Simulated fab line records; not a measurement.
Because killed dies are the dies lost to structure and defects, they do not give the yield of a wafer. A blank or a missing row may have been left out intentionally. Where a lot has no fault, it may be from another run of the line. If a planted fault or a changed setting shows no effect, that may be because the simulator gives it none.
Matching of chambers / flow n5_finfet / N5_HKMG_FIN_STRIP_34 on rie_diel-02: 4 sister chambers
The step strips in CF4. 8 wafers are shown with their chamber, then 7 later ones without.

## EACH WAFER AND ITS CHAMBER
wafer=L080.5; chamber=2; drypump_motor_current_A (A)=6.4; showerhead_plenum_p_Torr (Torr)=1.88
wafer=L082.1; chamber=0; drypump_motor_current_A (A)=4.8; showerhead_plenum_p_Torr (Torr)=1.81
wafer=L082.6; chamber=1; drypump_motor_current_A (A)=5.0; showerhead_plenum_p_Torr (Torr)=1.88
wafer=L085.1; chamber=3; drypump_motor_current_A (A)=5.2; showerhead_plenum_p_Torr (Torr)=1.81
wafer=L085.2; chamber=0; drypump_motor_current_A (A)=4.9; showerhead_plenum_p_Torr (Torr)=1.80
wafer=L085.3; chamber=1; drypump_motor_current_A (A)=5.0; showerhead_plenum_p_Torr (Torr)=1.88
wafer=L090.1; chamber=3; drypump_motor_current_A (A)=5.2; showerhead_plenum_p_Torr (Torr)=1.80
wafer=L090.2; chamber=2; drypump_motor_current_A (A)=6.4; showerhead_plenum_p_Torr (Torr)=1.87

## WAFERS WHOSE CHAMBER IS MISSING
wafer=L090.3; drypump_motor_current_A (A)=5.0; showerhead_plenum_p_Torr (Torr)=1.88
wafer=L094.2; drypump_motor_current_A (A)=4.9; showerhead_plenum_p_Torr (Torr)=1.80
wafer=L094.3; drypump_motor_current_A (A)=6.4; showerhead_plenum_p_Torr (Torr)=1.87
wafer=L094.5; drypump_motor_current_A (A)=5.0; showerhead_plenum_p_Torr (Torr)=1.88
wafer=L096.1; drypump_motor_current_A (A)=4.9; showerhead_plenum_p_Torr (Torr)=1.80
wafer=L096.4; drypump_motor_current_A (A)=6.4; showerhead_plenum_p_Torr (Torr)=1.87
wafer=L096.6; drypump_motor_current_A (A)=4.9; showerhead_plenum_p_Torr (Torr)=1.80

## WHICH CHAMBER EACH ONE RAN IN
wafer=L090.3; from the rows above=1; in truth=1
wafer=L094.2; from the rows above=0; in truth=0
wafer=L094.3; from the rows above=2; in truth=2
wafer=L094.5; from the rows above=1; in truth=1
wafer=L096.1; from the rows above=0; in truth=0
wafer=L096.4; from the rows above=2; in truth=2
wafer=L096.6; from the rows above=0; in truth=0
Correct placement for 7 of the 7. From these rows, 0 cannot be placed. 0 placed wrongly.
How it was worked out, from the rows above alone: a wafer's distance from a chamber is the root of the sum, over the readings, of the square of ((its reading less the chamber's mean) divided by the reading's scatter). The wafer belongs to the nearest chamber; if the next one is less than 2 further off, it can't be placed. Each chamber's mean is taken over the wafers shown for it. The scatter: the root of (the sum of the squares of (reading less its chamber's mean) over the shown wafers, divided by (wafers less chambers)).
